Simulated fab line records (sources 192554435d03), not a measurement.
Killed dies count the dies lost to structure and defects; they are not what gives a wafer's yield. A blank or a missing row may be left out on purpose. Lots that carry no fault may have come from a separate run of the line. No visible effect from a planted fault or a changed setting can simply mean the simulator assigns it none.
Which tool is to blame? || flow n5 finfet || 21 wafers sampled from 7 lots at 1 step of a route of 1938

== WHAT THE GAUGES SHOWED, per wafer ==
N5_BEOL_M15_INSPECT_12: inspects for defects (macro).
{"lot": "L671", "measured": "day 12 10:28", "on": "defect inspect-01", "raw defect count": "1 2 2"}
{"lot": "L673", "measured": "day 13 22:19", "on": "defect inspect-01", "raw defect count": "2 2 1"}
{"lot": "L677", "measured": "day 14 13:59", "on": "defect inspect-02", "raw defect count": "2 1 1"}
{"lot": "L672", "measured": "day 15 04:35", "on": "defect inspect-02", "raw defect count": "1 2 2"}
{"lot": "L680", "measured": "day 15 21:55", "on": "defect inspect-01", "raw defect count": "1 2 1"}
{"lot": "L681", "measured": "day 16 07:56", "on": "defect inspect-02", "raw defect count": "1 0 1"}
{"lot": "L690", "measured": "day 18 05:44", "on": "defect inspect-01", "raw defect count": "2 3 1"}

== WHAT TOOL EACH LOT RAN ON (gives the tool, then ch and the chambers of the sampled wafers, and finally the start) ==
The record holds no process step before these readings.

== THE ANSWER, worked out from the rows above alone ==
Rule: usual is defined by the lots themselves. Put in order of their means at a reading, lots are off if they are a third of the lots or fewer, leave a main group of 4 or more, and stand apart from it by a gap of 3 or more times the standard deviation of the main group's means; of several such gaps the widest counts. If all means in a main group match to the digits the tables above print for the reading, that group is not used. A lot without any number at a reading at which 4 lots or more have one is off too. All remaining lots with rows at the step are treated as sound.
None of the lots is off at any reading shown; this tells nothing.

== WHAT THE SIMULATOR PUT IN ==
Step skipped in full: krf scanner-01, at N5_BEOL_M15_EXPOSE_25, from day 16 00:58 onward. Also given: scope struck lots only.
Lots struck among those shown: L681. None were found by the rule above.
